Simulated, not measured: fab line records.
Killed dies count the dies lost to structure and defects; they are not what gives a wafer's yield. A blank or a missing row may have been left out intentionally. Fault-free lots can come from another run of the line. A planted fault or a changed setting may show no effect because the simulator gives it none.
fab line records | flow n5Finfet
[record] lots = 5 wafers = 15 lastDay = 17
route steps=1938 shown DUMMY_GATE@224 BEOL_M4@1111 PASSIVATION@1936
lots untouched by any fault: they come from a run of this same line in which no faults occurred
startH: hours from the record's first day to the start of the lot's first wafer shown | waitH: hours since the lot's step before | " same as the row above | L1.1+2: a row that stands for several wafers | - value missing, or start not given | * or withheld: withheld | < > ~ a bound
route shown NAME@n: a module of which the file shows steps, and the number in the route of the first | usual: mean and standard deviation over wafers with no fault | same: alike in all rows | chamber/n: place in a boat | sites: per-site readings | _std_site: their standard deviation | _edge_site: inner sites' mean taken away from outer sites' mean | radiusMm: how far each site lies from the wafer's centre | mask NAME#n: copy n | behind: the most recent tool/chamber to have shaped the wafer | hold: reason for holding the lot/hours on hold/outcome of the hold | device: names the non-switching transistor (n, p or np) | end of line: tests of these same wafers at the route's end | a step without rows: its recipe alone | killed: dies lost to structure and defects at the first sort, not the wafer's yield | map: dies across one wafer; x = killed, . = not, _ = none there
set.NAME: the setting as run; set.NAME@STEP: as run at that earlier step | model.NAME: the simulator's own value behind a step, which no gauge read
a table for each step, a row for each wafer; lots at some steps of the route
services: a tool's chamber out of use, with start hour (startH, from the record's first day; less than 0 if before it), hours out, and reason
[[steps]]
[step N5_DUMMY_GATE_COAT_28]
[recipe] resist = underlayer tempC = 205 timeS = 60 spinRpm = 1500 resistThkNm = 10
[step N5_DUMMY_GATE_COAT_09]
[recipe] resist = CAR-EUV spinRpm = 1500 resistThkNm = 30
[step N5_DUMMY_GATE_EBR_11]
[recipe] solvent = PGMEA ebrWidthMm = 1.5
[step N5_DUMMY_GATE_SOFTBAKE_10]
[recipe] tempC = 110 timeS = 60 resist = CAR-EUV
[step N5_DUMMY_GATE_EXPOSE_12]
[recipe] maskId = GATE na = 0.33 sourceShape = annular sigmaInner = 0.2 sigmaOuter = 0.6 polarization = unpolarized targetCdNm = 25 doseMj = 34
[step N5_DUMMY_GATE_PEB_13]
[recipe] pebTempC = 100 pebTimeS = 60 resist = CAR-EUV
[step N5_DUMMY_GATE_DEVELOP_14]
[recipe] developTimeS = 30 developer = TMAH resist = CAR-EUV rinseLiquid = surfactantRinse dry = airSpin devTempC = 23
[step N5_DUMMY_GATE_DESCUM_20]
[recipe] chemistry = O2 timeS = 6.2 sourcePowerW = 50 biasPowerW = 20 pressureMtorr = 20 rfFrequencyHz = 2.712e+07 tempC = 40 resist = CAR-EUV o2FlowSccm = 225
[step N5_DUMMY_GATE_ETCH_29]
[recipe] chemistry = N2/H2 target = underlayer targetDepthA = 130 ionEnergyEv = 200 pressureMtorr = 30 sourceW = 840 biasW = 150 n2FlowSccm = 200 h2FlowSccm = 200
[step N5_DUMMY_GATE_ETCH_36]
[recipe] chemistry = CF4 target = SiARC targetDepthA = 130 pressureMtorr = 40 sourceW = 545 biasW = 36 Ar_flow_sccm = 100 cf4FlowSccm = 100 ionEnergyEv = 80
[usual] biasW = 36.00/0.11 cf4FlowSccm = 100.1/0.31 drypumpMotorCurrentA = 5.9/0.51 oesProductAu = 0.79/0.071 rfVppV = 184.5/1.2 showerheadPlenumPTorr = 2.17/0.062 throttleValvePct = 15.60/0.24
// columns lot.wafer tool chamber startH waitH biasW cf4FlowSccm drypumpMotorCurrentA oesProductAu rfHoursCounterH rfVppV showerheadPlenumPTorr throttleValvePct model.CAR-EUV_of_DUMMY_GATE_COAT_09.thkNm
L569.2 rieDiel-04 2 94.46 0.0 - - - - - - - - 18.8
L569.5 " 3 " " - - - - - - - - 19.2
L569.6 " 0 " " - - - - - - - - 18.8
L570.1 rieDiel-04 0 99.79 0.0 - - - - - - - - 19.2
L570.2 " 2 " " - - - - - - - - 19
L570.3 " 1 " " - - - - - - - - 19
L571.1 rieDiel-04 1 107.48 0.0 - - - - - - - - 19
L571.3 " 2 " " - - - - - - - - 19
L571.6 " 3 " " - - - - - - - - 19.4
L577.1 rieDiel-05 3 144.13 0.0 35.97 100.2 6.3 0.82 87 183.8 2.18 15.96 11.4
L577.3 " 2 " " 35.96 100.1 5.2 0.74 162 185.4 2.14 15.46 11.6
L577.4 " 0 " " 35.93 99.7 5.7 0.80 91 185.2 2.26 15.37 11.4
L583.1 rieDiel-04 2 179.07 0.0 36.03 100.5 6.5 0.74 135 182.9 2.07 15.95 11.4
L583.2 " 0 " " 36.08 100.2 6.5 0.69 230 185.4 2.20 15.83 11.8
L583.4 " 1 " " 36.05 100.0 5.6 0.78 113 184.5 2.15 15.55 11.2
[step N5_DUMMY_GATE_ETCH_37]
[recipe] chemistry = N2/H2 target = SOC targetDepthA = 600 overetchA = 300 tempC = 40 ionEnergyEv = 200 pressureMtorr = 30 sourceW = 840 biasW = 150 n2FlowSccm = 200 h2FlowSccm = 200
[usual] biasW = 150.0/0.44 chamberPressureMTorr = 29.999/0.029 drypumpMotorCurrentA = 5.9/0.51 oesProductAu = 0.62/0.05 rfVppV = 524.7/2.2 showerheadPlenumPTorr = 2.58/0.081 throttleValvePct = 17.87/0.23
// columns lot.wafer tool chamber startH waitH biasW chamberPressureMTorr drypumpMotorCurrentA oesProductAu rfHoursCounterH rfVppV showerheadPlenumPTorr throttleValvePct
L569.2 rieDiel-04 2 94.50 0.0 150.6 29.966 6.5 0.29 111 521.9 2.46 18.04
L569.5 " 3 " " 149.8 29.972 5.4 0.27 - 526.3 2.62 17.75
L569.6 " 0 " " 149.6 29.978 6.5 0.27 - 525.3 2.64 18.01
L570.1 rieDiel-04 0 99.83 0.0 150.6 30.022 6.5 0.27 206 526.4 2.64 18.01
L570.2 " 2 " " 149.1 30.049 6.5 0.29 112 522.7 2.46 18.03
L570.3 " 1 " " 149.7 30.019 5.6 0.30 90 524.0 2.58 17.91
L571.1 rieDiel-04 1 107.52 0.0 149.7 30.017 5.6 0.30 92 523.2 2.58 17.91
L571.3 " 2 " " 150.3 29.987 6.5 0.29 113 522.3 2.46 18.04
L571.6 " 3 " " 149.7 30.021 5.4 0.27 - 526.3 2.62 17.75
L577.1 rieDiel-05 3 144.17 0.0 151.2 30.006 6.3 0.65 87 523.7 2.55 18.12
L577.3 " 2 " " 150.4 29.988 5.2 0.59 162 523.8 2.54 17.75
L577.4 " 0 " " 150.0 30.048 5.7 0.64 91 526.5 2.68 17.54
L583.1 rieDiel-04 2 179.11 0.0 149.8 30.056 6.5 0.59 135 521.1 2.45 18.13
L583.2 " 0 " " 149.8 29.985 6.5 0.56 230 525.1 2.63 18.10
L583.4 " 1 " " 150.3 29.939 5.6 0.61 113 524.2 2.57 17.98
[step N5_DUMMY_GATE_STRIP_38]
[recipe] chemistry = N2/H2 tempC = 40 n2FlowSccm = 200 h2FlowSccm = 200 rfFrequencyHz = 6e+07
[step N5_DUMMY_GATE_STRIP_39]
[recipe] chemistry = N2/H2 tempC = 40 n2FlowSccm = 200 h2FlowSccm = 200 rfFrequencyHz = 6e+07
[step N5_DUMMY_GATE_TRIM_49]
[recipe] chemistry = O2 resist = SOC timeS = 29 targetCdNm = 14 sourcePowerW = 300 biasPowerW = 0 O2_flow_sccm = 100 tempC = 20
[step N5_DUMMY_GATE_STRIP_40]
[recipe] chemistry = CF4 resist = SiARC powerW = 300 biasPowerW = 75 pressureMtorr = 50 cf4FlowSccm = 150 rfFrequencyHz = 6e+07
[step N5_DUMMY_GATE_CD_MEAS_50]
[recipe] targetCdNm = 14
[usual] cdNm = 14.0/0.35
// columns lot.wafer tool chamber startH waitH cdNm
L569.2 cdSem-02 - 94.73 0.0 -
L569.5 " - " " -
L569.6 " - " " -
L570.1 cdSem-02 - 100.06 0.0 -
L570.2 " - " " -
L570.3 " - " " -
L571.1 cdSem-02 - 107.90 0.0 -
L571.3 " - " " -
L571.6 " - " " -
L577.1 cdSem-02 - 144.54 0.0 13.9
L577.3 " - " " 13.6
L577.4 " - " " 14.4
L583.1 cdSem-02 - 179.34 0.0 13.5
L583.2 " - " " 14.6
L583.4 " - " " 14.0
[step N5_DUMMY_GATE_ETCH_31]
[recipe] chemistry = C4F6/O2 target = SiO2 maskMaterial = SOC targetDepthA = 825 timeS = 27.5 ionEnergyEv = 250 pressureMtorr = 30 sourceW = 345 biasW = 185 Ar_flow_sccm = 300 C4F6_flow_sccm = 10 O2_flow_sccm = 10
[usual] C4F6_flow_sccm = 9.999/0.027 O2_flow_sccm = 10.00/0.036 biasW = 185.0/0.53 drypumpMotorCurrentA = 5.8/0.48 oesProductAu = 0.78/0.062 rfVppV = 664/18 showerheadPlenumPTorr = 2.88/0.08 throttleValvePct = 21.2/0.31
// columns lot.wafer tool chamber startH waitH C4F6_flow_sccm O2_flow_sccm biasW drypumpMotorCurrentA oesProductAu rfHoursCounterH rfVppV showerheadPlenumPTorr throttleValvePct
L569.2 rieDiel-05 3 94.77 0.0 10.017 10.01 184.5 6.3 0.32 71 643 2.89 21.1
L569.5 " 1 " " 10.028 10.05 184.7 5.8 0.29 - 658 2.75 21.0
L569.6 " 0 " " 10.003 10.00 184.5 5.7 0.31 - 691 3.00 20.4
L570.1 rieDiel-04 3 100.11 0.0 9.943 9.99 184.4 5.4 0.27 219 674 2.92 20.6
L570.2 " 1 " " 9.964 9.98 185.2 5.6 0.30 90 637 2.89 20.7
L570.3 " 2 " " 10.011 10.04 185.4 6.5 0.29 112 653 2.79 21.2
L571.1 rieDiel-04 1 108.11 0.2 9.996 10.00 186.1 5.6 0.30 92 637 2.88 20.7
L571.3 " 3 " " 10.028 9.96 184.6 5.4 0.26 221 675 2.92 20.6
L571.6 " 3 " " 9.988 10.00 184.3 5.4 0.27 - 674 2.92 20.6
L577.1 rieDiel-04 2 144.59 0.0 9.986 10.01 185.0 6.5 0.75 126 652 2.78 21.7
L577.3 " 3 " " 9.985 10.01 186.6 5.4 0.70 233 676 2.92 21.0
L577.4 " 0 " " 10.014 9.97 186.3 6.5 0.71 219 687 2.93 21.3
L583.1 rieDiel-05 0 179.38 0.0 9.995 9.99 185.1 5.7 0.80 102 691 2.98 20.9
L583.2 " 3 " " 9.992 9.99 184.6 6.3 0.81 97 643 2.88 21.6
L583.4 " 1 " " 9.975 10.06 184.5 5.8 0.72 152 657 2.74 21.4
[step N5_DUMMY_GATE_STRIP_41]
[recipe] chemistry = O2 powerW = 400 tempC = 40 pressureMtorr = 30 rfFrequencyHz = 6e+07 biasPowerW = 0 overashFraction = 0.3 o2FlowSccm = 225
[step N5_DUMMY_GATE_ETCH_32]
[recipe] chemistry = CF4 target = SiO2 targetDepthA = 35 timeS = 3.9 ionEnergyEv = 350 pressureMtorr = 10 icpW = 800 biasW = 400 cf4FlowSccm = 80
[step N5_DUMMY_GATE_ETCH_23]
[recipe] chemistry = HBr/Cl2/O2 HBr_flow_sccm = 150 Cl2_flow_sccm = 80 O2_flow_sccm = 12 biasW = 102 targetDepthA = 410 timeS = 22.3 target = poly-Si maskMaterial = SiO2 pressureMtorr = 10 icpW = 800
[step N5_DUMMY_GATE_ETCH_44]
[recipe] chemistry = HBr/O2 overEtchFrac = 0.7 targetDepthA = 1275 stopOn = SiO2 ionEnergyEv = 60 biasW = 20 target = poly-Si maskMaterial = SiO2 pressureMtorr = 20 icpW = 400 HBr_flow_sccm = 120 O2_flow_sccm = 10
[usual] HBr_flow_sccm = 120.0/0.36 O2_flow_sccm = 10.004/0.027 biasW = 20.00/0.062 drypumpMotorCurrentA = 5.5/0.35 oesProductAu = 0.729/0.01 throttleValvePct = 18.54/0.21
// columns lot.wafer tool chamber startH waitH HBr_flow_sccm O2_flow_sccm biasW drypumpMotorCurrentA oesProductAu rfHoursCounterH throttleValvePct
L569.2 rieSi-01 2 95.11 0.0 120.4 10.017 19.95 6.0 0.369 1 18.74
L569.5 " 2 " " 119.9 10.013 19.93 6.0 0.382 - 18.72
L569.6 " 3 " " 119.9 9.965 19.96 5.1 0.381 - 18.41
L570.1 rieSi-05 2 100.44 0.0 119.9 10.018 20.05 5.2 0.368 45 18.52
L570.2 " 3 " " 119.8 10.045 19.93 5.6 0.373 5 18.71
L570.3 " 0 " " 119.7 9.937 20.07 5.0 0.359 86 18.53
L571.1 rieSi-01 0 108.44 0.0 119.7 10.004 20.00 5.7 0.379 80 18.41
L571.3 " 1 " " 120.4 10.016 19.98 5.8 0.372 184 18.47
L571.6 " 0 " " 119.8 9.982 19.93 5.7 0.378 - 18.40
L577.1 rieSi-05 2 144.92 0.0 119.7 10.019 19.88 5.2 0.711 45 18.53
L577.3 " 3 " " 120.6 10.040 19.92 5.6 0.726 6 18.72
L577.4 " 1 " " 120.8 9.988 19.97 6.2 0.721 95 18.74
L583.1 rieSi-03 1 179.72 0.0 119.8 10.007 20.02 5.4 0.725 123 18.31
L583.2 " 0 " " 120.1 10.048 20.10 5.0 0.734 6 18.16
L583.4 " 3 " " 119.9 9.985 20.02 5.6 0.711 150 18.67
[step N5_DUMMY_GATE_CD_MEAS_24]
[recipe] targetCdNm = 15
[usual] cdNm = 15.1/0.4
// columns lot.wafer tool chamber startH waitH cdNm
L569.2 cdSem-03 - 95.22 0.1 -
L569.5 " - " " -
L569.6 " - " " -
L570.1 cdSem-01 - 100.55 0.1 -
L570.2 " - " " -
L570.3 " - " " -
L571.1 cdSem-02 - 108.55 0.1 -
L571.3 " - " " -
L571.6 " - " " -
L577.1 cdSem-01 - 145.03 0.1 14.8
L577.3 " - " " 15.2
L577.4 " - " " 15.3
L583.1 cdSem-02 - 179.83 0.1 14.8
L583.2 " - " " 15.0
L583.4 " - " " 15.0
[step N5_BEOL_M4_RC_MEAS_101]
[usual] DIBL_N = 36.3/1.6 DIBL_P = 36.2/2 IOFF_N = 0.160/0.028 IOFF_P = 0.21/0.036 ION_N = 677/11 ION_P = 465/6.9 SS_N = 71.5/0.55 SS_P = 73.3/0.64 VT_N = 250/3 VT_P = -250/3.5
// columns lot.wafer tool chamber startH waitH DIBL_N[mV/V] DIBL_P[mV/V] IOFF_N[nA/um] IOFF_P[nA/um] ION_N[uA/um] ION_P[uA/um] SS_N[mV/dec] SS_P[mV/dec] VT_N[mV] VT_P[mV]
L577.1 prober-01 0 277.38 0.0 34.2 34.1 0.119 0.17 664 459 71.1 73.0 257 -255
L577.3 " 0 " " 34.3 33.9 0.118 0.17 667 462 71.2 72.3 252 -250
L577.4 " 0 " " 34.3 34.6 0.124 0.18 668 459 71.3 72.8 254 -252
L583.1 prober-01 0 305.74 0.0 36.5 35.4 0.156 0.21 681 467 71.1 73.1 248 -250
L583.2 " 0 " " 37.6 36.3 0.190 0.23 700 480 71.7 73.4 246 -249
L583.4 " 0 " " 38.0 37.8 0.199 0.25 698 476 72.2 74.3 245 -248
[step N5_PASSIVATION_PROBE_49]
[usual] defectLimitedYield = 91.2/1.5 killed_at_M0_to_M3 = 36/10 killed_at_M4_up = 13/6 killedAtContacts = 11/5.2 killedAtFrontEnd = 40/11 killedAtOther = 3.1/2.9 killedDies = 104/17 killedOnRim = 14/3.6 killedOpen = 66/12 killedShort = 34/7.7 sort_bin_5_function = 5.1/0.91 sort_bin_6_memory = 3.2/0.67 sortNPass = 1076/17 sortYieldPct = 91.2/1.5
[same] grossDies = 1180 killedAtBackSide = 0 sort_bin_4_leakage[%] = 0 sort_bin_8_speed[%] = 0
// columns lot.wafer tool chamber startH waitH defectLimitedYield[%] killed_at_M0_to_M3 killed_at_M4_up killedAtContacts killedAtFrontEnd killedAtOther killedDies killedOnRim killedOpen killedShort sort_bin_5_function[%] sort_bin_6_memory[%] sortNPass sortYieldPct[%]
L569.2 prober-02 - 327.25 0.2 0 43 15 8 1113 1 1180 152 64 28 97.4 2.4 0 0
L569.5 prober-02 - 327.40 0.3 0 24 14 4 1136 2 1180 152 50 28 97.8 2.0 0 0
L569.6 prober-02 - 327.45 0.4 0 45 8 8 1118 1 1180 152 59 35 96.6 3.1 0 0
L571.1 prober-02 - 339.95 0.0 0 47 5 12 1115 1 1180 152 60 36 96.7 2.9 0 0
L571.3 prober-02 - 340.05 0.1 0 67 11 14 1086 2 1180 152 79 54 95.3 4.3 0 0
L571.6 prober-02 - 340.20 0.3 0 35 18 11 1111 5 1180 152 60 33 96.3 3.2 0 0
L570.1 prober-02 - 348.67 0.0 0 40 12 19 1104 5 1180 152 74 44 95.5 4.2 0 0
L570.2 prober-02 - 348.72 0.1 0 43 8 5 1123 1 1180 152 63 31 96.4 3.1 0 0
L570.3 prober-02 - 348.77 0.1 0 25 15 19 1121 0 1180 152 61 31 97.1 2.4 0 0
L577.1 prober-01 - 380.15 0.0 91.2 44 9 13 36 2 104 17 73 29 5.3 3.4 1076 91.2
L577.3 prober-01 - 380.25 0.1 90.3 41 8 13 52 1 115 10 78 35 5.9 3.5 1065 90.3
L577.4 prober-01 - 380.30 0.2 89.5 54 12 17 39 2 124 28 74 41 5.0 4.5 1056 89.5
// killed by level:class
L569.2 DUMMY_GATE:areaEtch=1087 BEOL_M0_SAQP:geometricParticle:open=17 BEOL_M0_SAQP:geometricParticle:short=11 MOL_CONTACT_COAG:geometricParticle:open=8 STI_FIN_REVEAL:geometricParticle:open=6 DUMMY_GATE:geometricParticle:open=5 BEOL_M4:geometricParticle:open=5 BEOL_M5:geometricParticle:open=4
L569.5 DUMMY_GATE:areaEtch=1102 STI_FIN_REVEAL:geometricParticle:open=8 BEOL_M1:geometricParticle:open=7 ILD0:geometricParticle:open=5 GATE_CUT:geometricParticle:short=5 FIN_SAQP:geometricParticle:open=4 DUMMY_GATE:geometricParticle:open=4 ILD0:geometricParticle:short=4
L569.6 DUMMY_GATE:areaEtch=1086 BEOL_M0_SAQP:geometricParticle:short=12 BEOL_M1:geometricParticle:open=10 BEOL_M0_SAQP:geometricParticle:open=9 MOL_CONTACT_COAG:geometricParticle:open=8 STI_FIN_REVEAL:geometricParticle:open=7 FIN_SAQP:geometricParticle:open=5 BEOL_M2:geometricParticle:short=5
L571.1 DUMMY_GATE:areaEtch=1082 BEOL_M0_SAQP:geometricParticle:short=12 BEOL_M2:geometricParticle:open=12 BEOL_M0_SAQP:geometricParticle:open=10 DUMMY_GATE:geometricParticle:open=8 MOL_CONTACT_COAG:geometricParticle:open=8 STI_FIN_REVEAL:geometricParticle:open=7 BEOL_M2:geometricParticle:short=4
L571.3 DUMMY_GATE:areaEtch=1045 BEOL_M0_SAQP:geometricParticle:short=26 BEOL_M0_SAQP:geometricParticle:open=18 DUMMY_GATE:geometricParticle:open=11 MOL_CONTACT_COAG:geometricParticle:open=11 FIN_SAQP:geometricParticle:open=6 BEOL_M0:geometricParticle:open=6 BEOL_M3:geometricParticle:open=5
L571.6 DUMMY_GATE:areaEtch=1084 BEOL_M0_SAQP:geometricParticle:short=10 BEOL_M0_SAQP:geometricParticle:open=10 MOL_CONTACT_COAG:geometricParticle:open=9 STI_FIN_REVEAL:geometricParticle:open=7 BEOL_M5:geometricParticle:open=5 STARTING-WAFER:geometricParticle:open=5 DUMMY_GATE:geometricParticle:open=4
L570.1 DUMMY_GATE:areaEtch=1061 MOL_CONTACT_COAG:geometricParticle:open=16 FIN_SAQP:geometricParticle:open=12 BEOL_M0_SAQP:geometricParticle:short=10 BEOL_M1:geometricParticle:open=10 BEOL_M0_SAQP:geometricParticle:open=9 FIN_SAQP:geometricParticle:short=8 MIM_BOT:geometricParticle:short=5
L570.2 DUMMY_GATE:areaEtch=1086 BEOL_M1:geometricParticle:open=12 FIN_SAQP:geometricParticle:open=11 FIN_SAQP:geometricParticle:short=10 BEOL_M0_SAQP:geometricParticle:short=10 BEOL_M0_SAQP:geometricParticle:open=9 MOL_CONTACT_COAG:geometricParticle:open=4 BEOL_M3:geometricParticle:open=4
L570.3 DUMMY_GATE:areaEtch=1087 MOL_CONTACT_COAG:geometricParticle:open=18 BEOL_M4:geometricParticle:open=8 FIN_SAQP:geometricParticle:short=7 BEOL_M0_SAQP:geometricParticle:open=7 FIN_SAQP:geometricParticle:open=5 BEOL_M0_SAQP:geometricParticle:short=5 STARTING-WAFER:geometricParticle:short=5
L577.1 BEOL_M0_SAQP:geometricParticle:short=12 MOL_CONTACT_COAG:geometricParticle:open=11 BEOL_M3:geometricParticle:open=9 BEOL_M0_SAQP:geometricParticle:open=8 STI_FIN_REVEAL:geometricParticle:open=7 BEOL_M2:geometricParticle:open=7 FIN_SAQP:geometricParticle:short=5 FIN_SAQP:geometricParticle:open=5
L577.3 BEOL_M0_SAQP:geometricParticle:short=13 STI_FIN_REVEAL:geometricParticle:open=12 FIN_SAQP:geometricParticle:open=10 MOL_CONTACT_COAG:geometricParticle:open=10 BEOL_M0_SAQP:geometricParticle:open=7 DUMMY_GATE:geometricParticle:open=6 BEOL_M1:geometricParticle:open=5 BEOL_M2:geometricParticle:open=5
L577.4 BEOL_M0_SAQP:geometricParticle:short=16 MOL_CONTACT_COAG:geometricParticle:open=12 BEOL_M0_SAQP:geometricParticle:open=12 STI_FIN_REVEAL:geometricParticle:open=10 FIN_SAQP:geometricParticle:short=6 BEOL_M1:geometricParticle:open=6 BEOL_M3:geometricParticle:open=6 DUMMY_GATE:geometricParticle:open=5
// map L569.2 (x killed, . not)
_________________xxxxxxxxxxxx________________
______________xxxxxxxxxxxxxxxxxx_____________
___________xxxxxxxxxxxxxxxxxxxxxxxx__________
__________xxxxxxxxxxxxxxxxxxxxxxxxxx_________
________xxxxxxxxxxxxxxxxxxxxxxxxxxxxxx_______
_______xxxxxxxxxxxxxxxxxxxxxxxxxxxxxxxx______
______xxxxxxxxxxxxxxxxxxxxxxxxxxxxxxxxxx_____
_____xxxxxxxxxxxxxxxxxxxxxxxxxxxxxxxxxxxx____
____xxxxxxxxxxxxxxxxxxxxxxxxxxxxxxxxxxxxxx___
___xxxxxxxxxxxxxxxxxxxxxxxxxxxxxxxxxxxxxxxx__
___xxxxxxxxxxxxxxxxxxxxxxxxxxxxxxxxxxxxxxxx__
__xxxxxxxxxxxxxxxxxxxxxxxxxxxxxxxxxxxxxxxxxx_
__xxxxxxxxxxxxxxxxxxxxxxxxxxxxxxxxxxxxxxxxxx_
_xxxxxxxxxxxxxxxxxxxxxxxxxxxxxxxxxxxxxxxxxxxx
_xxxxxxxxxxxxxxxxxxxxxxxxxxxxxxxxxxxxxxxxxxxx
_xxxxxxxxxxxxxxxxxxxxxxxxxxxxxxxxxxxxxxxxxxxx
_xxxxxxxxxxxxxxxxxxxxxxxxxxxxxxxxxxxxxxxxxxxx
_xxxxxxxxxxxxxxxxxxxxxxxxxxxxxxxxxxxxxxxxxxxx
_xxxxxxxxxxxxxxxxxxxxxxxxxxxxxxxxxxxxxxxxxxxx
_xxxxxxxxxxxxxxxxxxxxxxxxxxxxxxxxxxxxxxxxxxxx
_xxxxxxxxxxxxxxxxxxxxxxxxxxxxxxxxxxxxxxxxxxxx
__xxxxxxxxxxxxxxxxxxxxxxxxxxxxxxxxxxxxxxxxxx_
__xxxxxxxxxxxxxxxxxxxxxxxxxxxxxxxxxxxxxxxxxx_
___xxxxxxxxxxxxxxxxxxxxxxxxxxxxxxxxxxxxxxxx__
___xxxxxxxxxxxxxxxxxxxxxxxxxxxxxxxxxxxxxxxx__
____xxxxxxxxxxxxxxxxxxxxxxxxxxxxxxxxxxxxxx___
_____xxxxxxxxxxxxxxxxxxxxxxxxxxxxxxxxxxxx____
______xxxxxxxxxxxxxxxxxxxxxxxxxxxxxxxxxx_____
_______xxxxxxxxxxxxxxxxxxxxxxxxxxxxxxxx______
________xxxxxxxxxxxxxxxxxxxxxxxxxxxxxx_______
__________xxxxxxxxxxxxxxxxxxxxxxxxxx_________
___________xxxxxxxxxxxxxxxxxxxxxxxx__________
______________xxxxxxxxxxxxxxxxxx_____________
_________________xxxxxxxxxxxx________________
// map L570.1 (x killed, . not)
_________________xxxxxxxxxxxx________________
______________xxxxxxxxxxxxxxxxxx_____________
___________xxxxxxxxxxxxxxxxxxxxxxxx__________
__________xxxxxxxxxxxxxxxxxxxxxxxxxx_________
________xxxxxxxxxxxxxxxxxxxxxxxxxxxxxx_______
_______xxxxxxxxxxxxxxxxxxxxxxxxxxxxxxxx______
______xxxxxxxxxxxxxxxxxxxxxxxxxxxxxxxxxx_____
_____xxxxxxxxxxxxxxxxxxxxxxxxxxxxxxxxxxxx____
____xxxxxxxxxxxxxxxxxxxxxxxxxxxxxxxxxxxxxx___
___xxxxxxxxxxxxxxxxxxxxxxxxxxxxxxxxxxxxxxxx__
___xxxxxxxxxxxxxxxxxxxxxxxxxxxxxxxxxxxxxxxx__
__xxxxxxxxxxxxxxxxxxxxxxxxxxxxxxxxxxxxxxxxxx_
__xxxxxxxxxxxxxxxxxxxxxxxxxxxxxxxxxxxxxxxxxx_
_xxxxxxxxxxxxxxxxxxxxxxxxxxxxxxxxxxxxxxxxxxxx
_xxxxxxxxxxxxxxxxxxxxxxxxxxxxxxxxxxxxxxxxxxxx
_xxxxxxxxxxxxxxxxxxxxxxxxxxxxxxxxxxxxxxxxxxxx
_xxxxxxxxxxxxxxxxxxxxxxxxxxxxxxxxxxxxxxxxxxxx
_xxxxxxxxxxxxxxxxxxxxxxxxxxxxxxxxxxxxxxxxxxxx
_xxxxxxxxxxxxxxxxxxxxxxxxxxxxxxxxxxxxxxxxxxxx
_xxxxxxxxxxxxxxxxxxxxxxxxxxxxxxxxxxxxxxxxxxxx
_xxxxxxxxxxxxxxxxxxxxxxxxxxxxxxxxxxxxxxxxxxxx
__xxxxxxxxxxxxxxxxxxxxxxxxxxxxxxxxxxxxxxxxxx_
__xxxxxxxxxxxxxxxxxxxxxxxxxxxxxxxxxxxxxxxxxx_
___xxxxxxxxxxxxxxxxxxxxxxxxxxxxxxxxxxxxxxxx__
___xxxxxxxxxxxxxxxxxxxxxxxxxxxxxxxxxxxxxxxx__
____xxxxxxxxxxxxxxxxxxxxxxxxxxxxxxxxxxxxxx___
_____xxxxxxxxxxxxxxxxxxxxxxxxxxxxxxxxxxxx____
______xxxxxxxxxxxxxxxxxxxxxxxxxxxxxxxxxx_____
_______xxxxxxxxxxxxxxxxxxxxxxxxxxxxxxxx______
________xxxxxxxxxxxxxxxxxxxxxxxxxxxxxx_______
__________xxxxxxxxxxxxxxxxxxxxxxxxxx_________
___________xxxxxxxxxxxxxxxxxxxxxxxx__________
______________xxxxxxxxxxxxxxxxxx_____________
_________________xxxxxxxxxxxx________________
[[services]]
// columns tool chamber startH hours kind
rieDiel-05 1 95.99 7.9 repair
rieDiel-05 0 121.56 1.7 repair
[[key]]
[firstSign] step = N5_DUMMY_GATE_ETCH_36 reading = toolRecord direction = missing
[effect] step = N5_DUMMY_GATE_ETCH_37 reading = oesProductAu direction = down sigmas = 6.8 usual = 0.62 struck = 0.28
[effect] step = N5_DUMMY_GATE_CD_MEAS_50 reading = cdNm direction = missing
[effect] step = N5_DUMMY_GATE_ETCH_31 reading = oesProductAu direction = down sigmas = 8 usual = 0.78 struck = 0.29
[effect] step = N5_DUMMY_GATE_ETCH_44 reading = oesProductAu direction = down sigmas = 35 usual = 0.729 struck = 0.373
[effect] step = N5_DUMMY_GATE_CD_MEAS_24 reading = cdNm direction = missing
[effect] step = N5_PASSIVATION_PROBE_49 reading = sort_bin_5_function direction = up sigmas = 99+ usual = 5.1 struck = 96.6
[modelEffect] step = N5_DUMMY_GATE_ETCH_36 value = CAR-EUV_of_DUMMY_GATE_COAT_09.thkNm without = 11.47 struck = 19.04
[moreKillsBornAt] N5_DUMMY_GATE_ETCH_36@rieDiel-04 = 9720
metAt N5_DUMMY_GATE_ETCH_36
struckWafers L569.2,L569.5,L569.6,L570.1,L570.2,L570.3,L571.1,L571.3,L571.6
laterRowsLeftOut L569.2,L569.5,L569.6,L570.1,L570.2,L570.3,L571.1,L571.3,L571.6
[fault] kind = skippedStepWhole tool = rieDiel-04 chamber = - onsetH = 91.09 steps = N5_DUMMY_GATE_ETCH_36 scope = struckLotsOnly
// laterRowsLeftOut: the simulator's readings of these wafers behind a module that went badly wrong aren't trusted and aren't shown, but for the sort
